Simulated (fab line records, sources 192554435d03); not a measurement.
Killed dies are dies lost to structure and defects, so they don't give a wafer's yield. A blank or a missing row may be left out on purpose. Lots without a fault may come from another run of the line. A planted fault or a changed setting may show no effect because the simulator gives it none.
Chamber matching | flow n5_finfet | N5_BEOL_M5_ETCH_75 on rie_diel-03: 4 sister chambers
The step etches underlayer in N2/H2, target depth 6.5 nm, time 5.2 s. 14 wafers are shown with their chamber, then 7 later ones without.

WAFERS WITH THEIR CHAMBER
wafer  | chamber | drypump_motor_current_A (A) | throttle_valve_pct (%) | showerhead_plenum_p_Torr (Torr)
L080.3 | 1       | 5.9                         | 17.70                  | 2.57
L080.5 | 0       | 5.2                         | 18.13                  | 2.40
L080.6 | 3       | 4.7                         | 18.00                  | 2.48
L082.1 | 3       | 4.8                         | 18.00                  | 2.47
L082.4 | 3       | 4.7                         | 18.02                  | 2.47
L082.5 | 1       | 5.9                         | 17.71                  | 2.57
L087.1 | 3       | 4.8                         | 18.01                  | 2.47
L087.3 | 2       | 5.4                         | 18.12                  | 2.67
L087.5 | 3       | 4.8                         | 18.03                  | 2.47
L088.2 | 2       | 5.4                         | 18.15                  | 2.66
L088.3 | 1       | 5.9                         | 17.76                  | 2.56
L088.5 | 2       | 5.4                         | 18.13                  | 2.66
L090.3 | 0       | 5.2                         | 17.69                  | 2.72
L090.5 | 3       | 4.8                         | 18.04                  | 2.47

SIGNATURES (means of the wafers above)
reading                  | chamber 0 | chamber 1 | chamber 2 | chamber 3 | scatter within a chamber
drypump_motor_current_A  | 5.200     | 5.900     | 5.400     | 4.767     | 0.0365
throttle_valve_pct       | 17.9100   | 17.7233   | 18.1333   | 18.0167   | 0.1
showerhead_plenum_p_Torr | 2.5600    | 2.5667    | 2.6633    | 2.4717    | 0.0717
Rule: a wafer's distance from a chamber is the root of the sum, over the readings, of the square of ((its reading less the chamber's mean) divided by the reading's scatter). The wafer belongs to the nearest chamber; if the next one is less than 2 further off, it can't be placed. The scatter: the root of (the sum of the squares of (reading less its chamber's mean) over the shown wafers, divided by (wafers less chambers)).

WAFERS WITHOUT THEIR CHAMBER
wafer  | drypump_motor_current_A (A) | throttle_valve_pct (%) | showerhead_plenum_p_Torr (Torr)
L090.6 | 5.4                         | 18.15                  | 2.66
L092.2 | 4.8                         | 18.05                  | 2.47
L092.3 | 5.9                         | 17.77                  | 2.56
L092.5 | 5.3                         | 17.70                  | 2.72
L096.3 | 5.4                         | 18.18                  | 2.66
L096.4 | 5.9                         | 17.77                  | 2.56
L096.5 | 4.8                         | 18.06                  | 2.46

WHICH CHAMBER EACH WENT THROUGH
wafer  | from the rows above     | in truth
L090.6 | 2                       | 2
L092.2 | 3                       | 3
L092.3 | 1                       | 1
L092.5 | can't be placed: 0 or 2 | 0
L096.3 | 2                       | 2
L096.4 | 1                       | 1
L096.5 | 3                       | 3
Placed correctly: 6 of 7. Can't be placed from these rows: 1 (the true chamber is among the candidates in 1). Placed wrongly: 0.
